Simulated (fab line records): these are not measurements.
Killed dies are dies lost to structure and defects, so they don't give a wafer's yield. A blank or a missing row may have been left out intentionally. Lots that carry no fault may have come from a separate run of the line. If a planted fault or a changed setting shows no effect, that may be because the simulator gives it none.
Matching of chambers / flow n5-finfet / 3 sister chambers for N5_BEOL_M0_DEP_125 on pecvd-04
The step deposits SiCN from 3MS/NH3, target thk 8 nm, time 14 s. 3 wafers are shown with their chamber, then 11 later ones without.

== WAFERS, EACH WITH ITS CHAMBER ==
wafer=L088.5; chamber=0; throttle-valve-pct (%)=8.2
wafer=L088.6; chamber=2; throttle-valve-pct (%)=8.4
wafer=L090.1; chamber=1; throttle-valve-pct (%)=9.7

== WAFERS WHOSE CHAMBER IS MISSING ==
wafer=L090.3; throttle-valve-pct (%)=8.7
wafer=L090.6; throttle-valve-pct (%)=8.6
wafer=L091.1; throttle-valve-pct (%)=8.6
wafer=L091.4; throttle-valve-pct (%)=8.5
wafer=L091.6; throttle-valve-pct (%)=8.4
wafer=L093.1; throttle-valve-pct (%)=8.5
wafer=L093.3; throttle-valve-pct (%)=8.7
wafer=L093.5; throttle-valve-pct (%)=8.4
wafer=L096.3; throttle-valve-pct (%)=8.4
wafer=L096.4; throttle-valve-pct (%)=8.8
wafer=L096.5; throttle-valve-pct (%)=9.7

== CHAMBER TAKEN BY EACH ==
wafer=L090.3; from the rows above=can't be placed: 2 or 0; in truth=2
wafer=L090.6; from the rows above=can't be placed: 2 or 0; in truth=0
wafer=L091.1; from the rows above=can't be placed: 2 or 0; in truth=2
wafer=L091.4; from the rows above=can't be placed: 2 or 0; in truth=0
wafer=L091.6; from the rows above=can't be placed: 2 or 0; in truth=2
wafer=L093.1; from the rows above=can't be placed: 2 or 0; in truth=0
wafer=L093.3; from the rows above=can't be placed: 2 or 0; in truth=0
wafer=L093.5; from the rows above=can't be placed: 2 or 0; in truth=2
wafer=L096.3; from the rows above=can't be placed: 2 or 0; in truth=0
wafer=L096.4; from the rows above=can't be placed: 2 or 0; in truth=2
wafer=L096.5; from the rows above=1; in truth=1
Placed correctly: 1 of 11. Unplaceable from these rows: 10, with the true chamber sitting among the candidates in 10. Number placed wrongly: 0.
How it was worked out, from the rows above alone: a wafer's distance from a chamber is the root of the sum, over the readings, of the square of ((its reading less the chamber's mean) divided by the reading's scatter). If the next closest chamber is less than 2 further off than the closest, the wafer can't be placed; otherwise it belongs to the closest. For every chamber, the mean is computed from those of its wafers that are shown. The scatter: with one shown wafer a chamber, the root of the mean of the squares of how far each hidden wafer lies from its nearest shown one.
